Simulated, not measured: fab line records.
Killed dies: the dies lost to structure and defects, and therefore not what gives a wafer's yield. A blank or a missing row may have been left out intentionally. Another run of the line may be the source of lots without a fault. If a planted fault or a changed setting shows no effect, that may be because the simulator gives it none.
Which tool is to blame? | flow n5Finfet | at 1 step of a route of 1938, 11 lots with 33 wafers sampled

## WHAT THE GAUGES SHOWED, per wafer
N5_BEOL_M15_RS_MEAS_54: measurement is done with a four-point probe.
lot  | measured     | on           | M15_RS (ohm/sq)
L479 | day 12 03:56 | filmMetro-01 | 0.0216 0.0218 0.0214
L478 | day 12 06:38 | filmMetro-02 | 0.0211 0.0219 0.0212
L483 | day 12 21:03 | filmMetro-01 | 0.0208 0.0214 0.0209
L484 | day 13 04:49 | filmMetro-02 | 0.0208 0.0209 0.0218
L486 | day 14 03:51 | filmMetro-02 | 0.0222 0.0220 0.0222
L488 | day 14 09:05 | filmMetro-02 | 0.0218 0.0222 0.0217
L485 | day 15 13:20 | filmMetro-01 | 0.0218 0.0221 0.0211
L499 | day 17 03:53 | filmMetro-01 | 0.0211 0.0213 0.0215
L501 | day 17 09:06 | filmMetro-02 | 0.0212 0.0212 0.0215
L500 | day 17 09:28 | filmMetro-02 | 0.0211 0.0221 0.0217
L495 | day 18 03:34 | filmMetro-01 | 0.0222 0.0222 0.0220

## EACH LOT AND THE TOOL THAT RAN IT (in order: tool; ch and the chambers of the sampled wafers; start)
There is no process step in the record ahead of these readings.

## THE ANSWER, worked out from the rows above alone
Rule: usual is defined by the lots themselves. Put in order of their means at a reading, lots are off if they are a third of the lots or fewer, leave a main group of 4 or more, and stand apart from it by a gap of 3 or more times the standard deviation of the main group's means; of several such gaps the widest counts. A main group is skipped when, at the precision printed for the reading in the tables above, its means are all equal. A lot without any number at a reading at which 4 lots or more have one is off too. Any other lot the step has rows for is counted as sound.
No lot is off at any reading shown: from this, nothing can be told.

## WHAT WAS PUT IN BY THE SIMULATOR
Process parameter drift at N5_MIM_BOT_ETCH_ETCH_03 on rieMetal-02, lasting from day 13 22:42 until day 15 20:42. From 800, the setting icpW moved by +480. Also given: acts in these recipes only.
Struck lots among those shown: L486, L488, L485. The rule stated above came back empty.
